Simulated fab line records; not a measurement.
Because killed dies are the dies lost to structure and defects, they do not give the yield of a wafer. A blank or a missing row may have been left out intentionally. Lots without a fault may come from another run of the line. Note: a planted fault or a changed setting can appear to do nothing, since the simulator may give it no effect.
A struck lot beside a sound one / flow nandHarc / 15 steps out of a route of 1302
Sound: the wafers L530.3, L530.4, L530.6. Struck: wafers L542.3, L542.4, L542.5. The cause comes at the end.
Per side, at each step with rows, come the tool, then ch with its chambers, and then its first start. Under that, the readings that differ: sound wafers / struck wafers / difference of the means / sigmas: that difference in standard deviations of wafers without a fault.
alike: words and numbers the same on both sides, and readings whose means are apart by under 2 such deviations; not compared: readings that were withheld, readings missing a value for some wafer, numbers with overlapping values and no deviation given by the record, and bounds like >300 which may hide the same value.
The two part at a step that has a row with sigmas, a row that says differs or no value, or rows on one side only. Non-overlapping numbers with no deviation appear without sigmas and do not part them. A reading missing from all wafers of one side parts the sides only when that side holds two or more wafers.

first, 6 steps without rows for these wafers: NHARC_A_CONTACT_COAT_02 (resist thk 90 nm); NHARC_A_CONTACT_SOFTBAKE_03 (time 55 s); NHARC_A_CONTACT_EBR_04; NHARC_A_CONTACT_EXPOSE_05 (exposes mask A CC); NHARC_A_CONTACT_PEB_06 (peb time 65 s); NHARC_A_CONTACT_DEVELOP_07 (develop time 35 s).
NHARC_A_CONTACT_CD_MEAS_08 targets a cd of 200 nm.
  sound on cdSem-03 ch 0, day 22 18:27; struck on cdSem-02 ch 0, day 27 14:36
  alike: cdNm
NHARC_A_CONTACT_OVL_MEAS_09:
  struck on overlay-02, day 27 14:41; sound on overlay-02, day 22 18:32
  alike: overlayXNm, overlayYNm
NHARC_A_CONTACT_INSPECT_10:
  struck on defectInspect-01, day 27 14:43; sound on defectInspect-02, day 22 18:34
  alike: rawDefectCount
NHARC_A_CONTACT_DESCUM_13: chemistry O2, time 3 s.
  sound on rieDiel-06 ch 1,2,3, day 22 18:38; struck on rieDiel-01 ch 1,2, day 27 14:47
  alike: drypumpMotorCurrentA, oesProductAu, rfVppV, showerheadPlenumPTorr, throttleValvePct
  not compared: rfHoursCounterH
NHARC_A_CONTACT_ETCH_88: etches the open film in CF4, target depth 39 nm, time 65 s.
  sound on rieDiel-06 ch 0,1,2, day 22 18:43; struck on rieDiel-01 ch 0,2,3, day 27 14:53
  alike: biasW, cf4FlowSccm, drypumpMotorCurrentA, oesProductAu, rfVppV, showerheadPlenumPTorr, throttleValvePct
  not compared: rfHoursCounterH
NHARC_A_CONTACT_ETCH_89: etches the open film in N2/H2, target depth 260 nm, time 475.3 s.
  sound on rieDiel-06 ch 0,2; struck on rieDiel-01 ch 1,2,3
  alike: biasW, chamberPressureMTorr, drypumpMotorCurrentA, oesProductAu, rfVppV, showerheadPlenumPTorr, throttleValvePct
  not compared: rfHoursCounterH
NHARC_A_CONTACT_ETCH_30: etches the open film in CF4/CHF3, target depth 72.6 nm, time 36.3 s.
  sound on rieDiel-06 ch 1,3, day 22 19:09; struck on rieDiel-01 ch 0,1, day 27 15:19
  no value came back on the struck wafers for any of 7 readings (biasW (W), cf4FlowSccm (sccm) and others); on the sound wafers biasW (W) reads 199.8 198.9 199.5
  not compared: rfHoursCounterH
NHARC_A_CONTACT_ETCH_31: etches the open film in O2/COS, target depth 2800 nm, time 728 s.
  sound on rieDiel-06 ch 0,1; struck on rieDiel-01 ch 1,2
  alike: biasW, chamberPressureMTorr, cosFlowSccm, drypumpMotorCurrentA, oesProductAu, rfVppV, showerheadPlenumPTorr, throttleValvePct
  not compared: rfHoursCounterH
-- break in the record here, with 2 days between the starts of the struck wafers on either side (left off in module A_CONTACT, picked up again in module END, where the first step shown is number 1302 on the route) --
NHARC_END_SORT_01:
  the record has rows for the struck wafers here (prober-01 ch 0, day 29 20:08) and none for the sound ones

WHERE THEY PART
At NHARC_A_CONTACT_ETCH_30 first; at NHARC_END_SORT_01 last (within this record only).

WHY: what the simulator had put in
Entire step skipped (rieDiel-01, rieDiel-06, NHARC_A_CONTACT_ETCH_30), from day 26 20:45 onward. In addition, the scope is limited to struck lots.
